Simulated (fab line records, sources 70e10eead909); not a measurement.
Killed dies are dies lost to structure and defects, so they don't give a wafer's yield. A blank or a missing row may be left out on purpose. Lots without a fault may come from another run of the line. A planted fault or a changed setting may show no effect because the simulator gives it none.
Which tool did it? | flow nand_harc | 13 lots, 39 wafers sampled, at 4 steps of a route of 1302

WHAT THE GAUGES READ, wafer by wafer
The record holds no reading of a measuring or inspecting step that can be judged against a usual standard deviation.

WHICH TOOL RAN EACH LOT (tool, then ch and the chambers of the sampled wafers, then the start)
lot  | NHARC_A_CONTACT_ETCH_88            | NHARC_A_CONTACT_ETCH_31                       | NHARC_A_CONTACT_ETCH_135             | NHARC_A_CONTACT_ETCH_98
L760 | rie_diel-08 ch 0,2,3, day 22 10:13 | rie_diel-08 ch 0,1, day 22 11:57 or earlier   | har_cap_etch-01 ch 0,1, day 22 11:57 | rie_diel-03 ch 0,2,3, day 22 13:41
L762 | rie_diel-08 ch 0,1,2, day 23 12:56 | rie_diel-08 ch 0,2, day 23 14:14 or earlier   | har_cap_etch-02 ch 0,1, day 23 14:14 | rie_diel-04 ch 0,1,3, day 23 16:07
L765 | rie_diel-08 ch 0,1, day 24 14:56   | rie_diel-08 ch 2,3, day 24 16:11 or earlier   | har_cap_etch-01 ch 0,1, day 24 16:11 | rie_diel-03 ch 0,2,3, day 24 17:58
L766 | rie_diel-08 ch 0,3, day 25 04:20   | rie_diel-08 ch 0,3, day 25 05:39 or earlier   | har_cap_etch-03 ch 0,1, day 25 05:39 | rie_diel-03 ch 0,3, day 25 07:23
L769 | rie_diel-04 ch 0,1, day 25 23:55   | rie_diel-04 ch 0,3, day 26 01:12 or earlier   | har_cap_etch-01 ch 0,1, day 26 01:12 | rie_diel-03 ch 1,2, day 26 02:56
L768 | rie_diel-08 ch 0,2,3, day 26 03:06 | rie_diel-08 ch 0,1,3, day 26 04:23 or earlier | har_cap_etch-02 ch 0,1, day 26 04:23 | rie_diel-03 ch 0,1,3, day 26 06:26
L771 | rie_diel-08 ch 0,1,2, day 26 05:30 | rie_diel-08 ch 0,2,3, day 26 06:46 or earlier | har_cap_etch-01 ch 0,1, day 26 06:46 | rie_diel-03 ch 1,3, day 26 08:35
L770 | rie_diel-03 ch 0,1,3, day 26 09:14 | rie_diel-03 ch 0,1, day 26 10:43 or earlier   | har_cap_etch-03 ch 0,1, day 26 10:43 | rie_diel-03 ch 0,1, day 26 12:26
L772 | rie_diel-08 ch 0,1,3, day 27 18:36 | rie_diel-08 ch 0,1,2, day 27 19:51 or earlier | har_cap_etch-03 ch 0,1, day 27 19:51 | rie_diel-03 ch 0,1,3, day 27 21:37
L774 | rie_diel-04 ch 1,2,3, day 28 09:11 | rie_diel-04 ch 2,3, day 28 10:30 or earlier   | har_cap_etch-01 ch 0,1, day 28 10:30 | rie_diel-08 ch 0,1, day 28 12:22
L776 | rie_diel-03 ch 0,1, day 28 16:43   | rie_diel-03 ch 0,2,3, day 28 17:57 or earlier | har_cap_etch-03 ch 0,1, day 28 17:57 | rie_diel-03 ch 0,2,3, day 28 19:44
L782 | rie_diel-08 ch 0,1,3, day 31 15:47 | rie_diel-08 ch 0,2,3, day 31 17:01 or earlier | har_cap_etch-01 ch 0,1, day 31 17:01 | rie_diel-04 ch 1,2,3, day 31 18:49
L783 | rie_diel-03 ch 0,1,2, day 32 10:52 | rie_diel-03 ch 0,2,3, day 32 12:07 or earlier | har_cap_etch-01 ch 0,1, day 32 12:07 | rie_diel-04 ch 0,2,3, day 32 13:54
- NHARC_A_CONTACT_ETCH_88: etches the open film in CF4, target depth 39 nm, time 65 s.
- NHARC_A_CONTACT_ETCH_31: etches the open film in O2/COS, target depth 2800 nm, time 728 s.
- NHARC_A_CONTACT_ETCH_135: etches the open film in C4F8/O2/Ar, time 311 s, target depth 1912 nm.
- NHARC_A_CONTACT_ETCH_98: etches the open film in C4F6/O2, target depth 20 nm, time 10 s.

WHAT THE TOOLS THEMSELVES READ (means of the sampled wafers that have a number; where no wafer has one, the mark that the record gives instead)
NHARC_A_CONTACT_ETCH_88. Usual: drypump_motor_current_A 5.7 A, standard deviation 0.53; oes_product_au 1.000 a.u., standard deviation 0.0072; rf_vpp_V 151.3 V, standard deviation 1.5; run_length_s 86.40 s, standard deviation 0.29; showerhead_plenum_p_Torr 1.77 Torr, standard deviation 0.096; throttle_valve_pct 13.283 %, standard deviation 0.0094.
lot  | tool        | drypump_motor_current_A (A) | oes_product_au (a.u.) | rf_vpp_V (V) | run_length_s (s) | showerhead_plenum_p_Torr (Torr) | throttle_valve_pct (%) | flag
L760 | rie_diel-08 | 5.3                         | 1.004                 | 150.3        | 86.64            | 1.70                            | 13.282                 |
L762 | rie_diel-08 | 5.5                         | 1.003                 | 151.5        | 86.39            | 1.75                            | 13.288                 |
L765 | rie_diel-08 | 5.6                         | 0.988                 | 149.7        | 86.46            | 1.74                            | 13.289                 |
L766 | rie_diel-08 | 5.3                         | 0.993                 | 149.6        | 86.79            | 1.70                            | 13.277                 |
L769 | rie_diel-04 | 5.1                         | 1.011                 | 152.4        | 86.09            | 1.81                            | 13.282                 |
L768 | rie_diel-08 | 5.3                         | 0.998                 | 150.1        | 86.60            | 1.70                            | 13.290                 |
L771 | rie_diel-08 | 5.6                         | 0.994                 | 150.3        | 86.40            | 1.74                            | 13.284                 |
L770 | rie_diel-03 | 6.0                         | 1.011                 | 151.6        | 86.38            | 1.77                            | 13.276                 |
L772 | rie_diel-08 | 5.6                         | 1.002                 | 151.0        | 86.48            | 1.77                            | 13.285                 |
L774 | rie_diel-04 | 5.4                         | 0.997                 | 152.3        | 86.49            | 1.82                            | 13.284                 |
L776 | rie_diel-03 | 5.6                         | 1.002                 | 151.4        | 86.39            | 1.82                            | 13.288                 |
L782 | rie_diel-08 | 5.5                         | 0.998                 | 151.0        | 86.43            | 1.76                            | 13.281                 |
L783 | rie_diel-03 | 5.9                         | 1.000                 | 152.4        | 86.33            | 1.82                            | 13.280                 |

NHARC_A_CONTACT_ETCH_31. Usual: drypump_motor_current_A 5.7 A, standard deviation 0.51; oes_product_au 1.000 a.u., standard deviation 0.008; rf_vpp_V 314.2 V, standard deviation 2.6; run_length_s 749.5 s, standard deviation 0.33; showerhead_plenum_p_Torr 3.13 Torr, standard deviation 0.17; throttle_valve_pct 28.330 %, standard deviation 0.0091.
lot  | tool        | drypump_motor_current_A (A) | oes_product_au (a.u.) | rf_vpp_V (V) | run_length_s (s) | showerhead_plenum_p_Torr (Torr) | throttle_valve_pct (%) | flag
L760 | rie_diel-08 | 5.8                         | 0.999                 | 315.5        | 749.5            | 3.22                            | 28.328                 |
L762 | rie_diel-08 | 5.3                         | 0.996                 | 312.4        | 749.5            | 2.96                            | 28.340                 |
L765 | rie_diel-08 | 5.2                         | 1.000                 | 313.7        | 749.5            | 3.05                            | 28.322                 |
L766 | rie_diel-08 | 5.3                         | 0.989                 | 312.0        | 749.8            | 3.00                            | 28.338                 |
L769 | rie_diel-04 | 5.8                         | 1.018                 | 315.3        | 749.4            | 3.22                            | 28.326                 |
L768 | rie_diel-08 | 5.5                         | 1.002                 | 314.1        | 749.4            | 3.13                            | 28.324                 |
L771 | rie_diel-08 | 5.3                         | 0.989                 | 313.6        | 749.8            | 3.00                            | 28.327                 |
L770 | rie_diel-03 | 5.6                         | 1.001                 | 315.7        | 749.4            | 3.22                            | 28.329                 |
L772 | rie_diel-08 | 5.5                         | 0.997                 | 313.5        | 749.5            | 3.07                            | 28.323                 |
L774 | rie_diel-04 | 5.7                         | 0.994                 | 316.3        | 749.5            | 3.23                            | 28.330                 |
L776 | rie_diel-03 | 5.8                         | 0.993                 | 316.4        | 749.5            | 3.27                            | 28.335                 |
L782 | rie_diel-08 | 5.3                         | 0.993                 | 312.3        | 749.8            | 2.98                            | 28.323                 |
L783 | rie_diel-03 | 5.8                         | 1.001                 | 316.1        | 749.3            | 3.27                            | 28.330                 |

NHARC_A_CONTACT_ETCH_98. Usual: drypump_motor_current_A 5.8 A, standard deviation 0.57; oes_product_au 0.959 a.u., standard deviation 0.025; rf_vpp_V 547 V, standard deviation 4.5; run_length_s 31.13 s, standard deviation 0.27; showerhead_plenum_p_Torr 3.92 Torr, standard deviation 0.22; throttle_valve_pct 26.902 %, standard deviation 0.0085.
lot  | tool        | drypump_motor_current_A (A) | oes_product_au (a.u.) | rf_vpp_V (V) | run_length_s (s) | showerhead_plenum_p_Torr (Torr) | throttle_valve_pct (%) | flag
L760 | rie_diel-03 | 5.8                         | 0.942                 | 547          | 31.13            | 3.92                            | 26.904                 |
L762 | rie_diel-04 | 5.4                         | 1.007                 | 549          | 31.08            | 4.04                            | 26.896                 |
L765 | rie_diel-03 | 5.8                         | 0.952                 | 548          | 31.34            | 3.92                            | 26.897                 |
L766 | rie_diel-03 | 5.8                         | 0.998                 | 549          | 31.05            | 4.00                            | 26.908                 |
L769 | rie_diel-03 | 6.3                         | 0.951                 | 542          | 31.41            | 3.66                            | 26.901                 |
L768 | rie_diel-03 | 6.0                         | 0.997                 | 547          | 31.11            | 3.93                            | 26.904                 |
L771 | rie_diel-03 | 6.4                         | 0.951                 | 545          | 31.14            | 3.83                            | 26.900                 |
L770 | rie_diel-03 | 6.2                         | 0.979                 | 545          | 31.17            | 3.87                            | 26.901                 |
L772 | rie_diel-03 | 6.0                         | 1.004                 | 548          | 31.12            | 3.93                            | 26.897                 |
L774 | rie_diel-08 | 5.6                         | 0.947                 | 546          | 31.14            | 3.85                            | 26.909                 |
L776 | rie_diel-03 | 5.8                         | 0.949                 | 551          | 29.96            | 4.11                            | 26.903                 | OFF
L782 | rie_diel-04 | 5.4                         | 0.993                 | 549          | 30.88            | 4.02                            | 26.904                 |
L783 | rie_diel-04 | 5.7                         | 0.944                 | 546          | 31.00            | 3.90                            | 26.893                 |

THE ANSWER, worked out from the rows above alone
Rule: a lot is off if the mean of its wafers that have a number lies more than 3 standard deviations from the usual mean. A lot without any number at a reading at which 4 lots or more have one is off too. The other lots that the step has rows for count as sound. The gauges are gone through in route order, then the tools' own readings, and for those a lot's mean is taken as printed above. The first step at which some lot is off is used, and at that step the reading that is off furthest; a lot without a number counts as furthest.
Off: L776, at NHARC_A_CONTACT_ETCH_98 (run_length_s).
A tool fits if, at that step or a process step before it, it ran every lot that is off, and no sound lot after the first of them. NHARC_A_CONTACT_ETCH_31 gives no start for some lots, so the hours and the order of its lots are those of NHARC_A_CONTACT_ETCH_135. Can't be told from this: 2 tools fit, har_cap_etch-03 at NHARC_A_CONTACT_ETCH_135, rie_diel-03 at NHARC_A_CONTACT_ETCH_98.

WHAT THE SIMULATOR HAD PUT IN
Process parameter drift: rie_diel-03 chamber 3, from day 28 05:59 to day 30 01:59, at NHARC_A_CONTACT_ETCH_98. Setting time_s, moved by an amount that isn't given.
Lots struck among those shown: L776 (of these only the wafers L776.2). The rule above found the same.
